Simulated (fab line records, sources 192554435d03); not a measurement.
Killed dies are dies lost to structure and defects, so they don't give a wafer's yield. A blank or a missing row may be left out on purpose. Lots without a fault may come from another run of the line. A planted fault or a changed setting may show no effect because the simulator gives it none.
Split-lot experiment | flow n5_finfet | 7 lots, 21 wafers read, on a route of 1938 steps

THE SPLIT
At N5_BEOL_M11_EXPOSE_25 (exposes mask V10), the setting dose_mj was moved away from the recipe's 85.5 on 7 of the 21 wafers read, by -7.4% to +2.8%. The other wafers ran this setting at the recipe's value.

FROM THE SPLIT TO THE READING: what the file shows between them, 2 steps
- N5_BEOL_M11_PEB_26: peb time 60 s
- N5_BEOL_M11_DEVELOP_27: develop time 30 s

THE READING
cd_nm, in nm, at N5_BEOL_M11_CD_MEAS_28 (target cd 70 nm). Fault-free wafers of this fab line usually give 70.0 nm, standard deviation 0.9 nm.

wafer  | tool, chamber at the split | dose_mj as run | against the recipe | cd_nm, nm | against lot-mates on the recipe
L075.1 | arfi_scanner-01, 0         | 83.74          | -2.1%              | 68.7      | -1.3
L075.3 | arfi_scanner-01, 0         | 85.5           | recipe             | 70.0      | -
L075.4 | arfi_scanner-01, 0         | 83.74          | -2.1%              | 67.6      | -2.4
L076.1 | arfi_scanner-02, 0         | 79.21          | -7.4%              | 64.2      | -5.6
L076.2 | arfi_scanner-02, 0         | 79.21          | -7.4%              | 64.1      | -5.7
L076.6 | arfi_scanner-02, 0         | 85.5           | recipe             | 69.8      | -
L083.1 | arfi_scanner-02, 0         | 85.5           | recipe             | 71.0      | -
L083.3 | arfi_scanner-02, 0         | 85.5           | recipe             | 70.6      | -
L083.4 | arfi_scanner-02, 0         | 85.5           | recipe             | 70.2      | -
L081.1 | arfi_scanner-02, 0         | 85.5           | recipe             | 70.4      | -
L081.3 | arfi_scanner-02, 0         | 85.5           | recipe             | 68.7      | -
L081.6 | arfi_scanner-02, 0         | 85.5           | recipe             | 69.5      | -
L086.1 | arfi_scanner-03, 0         | 85.5           | recipe             | 69.3      | -
L086.3 | arfi_scanner-03, 0         | 85.5           | recipe             | 68.7      | -
L086.5 | arfi_scanner-03, 0         | 85.5           | recipe             | 68.1      | -
L095.2 | arfi_scanner-03, 0         | 85.5           | recipe             | 70.9      | -
L095.5 | arfi_scanner-03, 0         | 85.5           | recipe             | 70.8      | -
L095.6 | arfi_scanner-03, 0         | 80.52          | -5.8%              | 65.0      | -5.8
L096.2 | arfi_scanner-03, 0         | 85.5           | recipe             | 69.0      | -
L096.3 | arfi_scanner-03, 0         | 87.9           | +2.8%              | 72.2      | +3.2
L096.6 | arfi_scanner-03, 0         | 87.9           | +2.8%              | 71.8      | +2.8

THE FIT
A straight line over all 21 wafers: cd_nm changes by +0.781 nm for each +1% of dose_mj; r = +0.94; the points scatter about the line by 0.79 nm.
The same after taking each lot's own level away (the mean of its wafers on the recipe; 21 wafers): +0.86 nm for each +1%; r = +0.98; scatter 0.53 nm.
On that fit, the largest move of dose_mj shifts the reading by 6.3 nm.
The lots' own levels span 68.70 to 70.85 nm, that is 2.4 times the standard deviation above.
So the lot-to-lot level changes the slope little: the two slopes agree.
Check: with one of the wafers moved furthest among these (-7.4%) left out of the fit, the line predicts -6.57 nm for it against its lot-mates. It came out at -5.6 nm against them.

OTHER SPLITS ON THESE WAFERS
These wafers also went through other splits before the reading. Each is held against what the fit with the lots' levels taken away leaves over:
other split on the same wafers | wafers away from the commonest value | r with cd_nm (lot level and that fit taken away)
N5_BEOL_M11_COAT_22 spin_rpm   | 6                                    | +0.37

THE FILE'S OWN FIT
cd_nm changes by +0.877 nm for each +1% of dose_mj, r = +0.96.
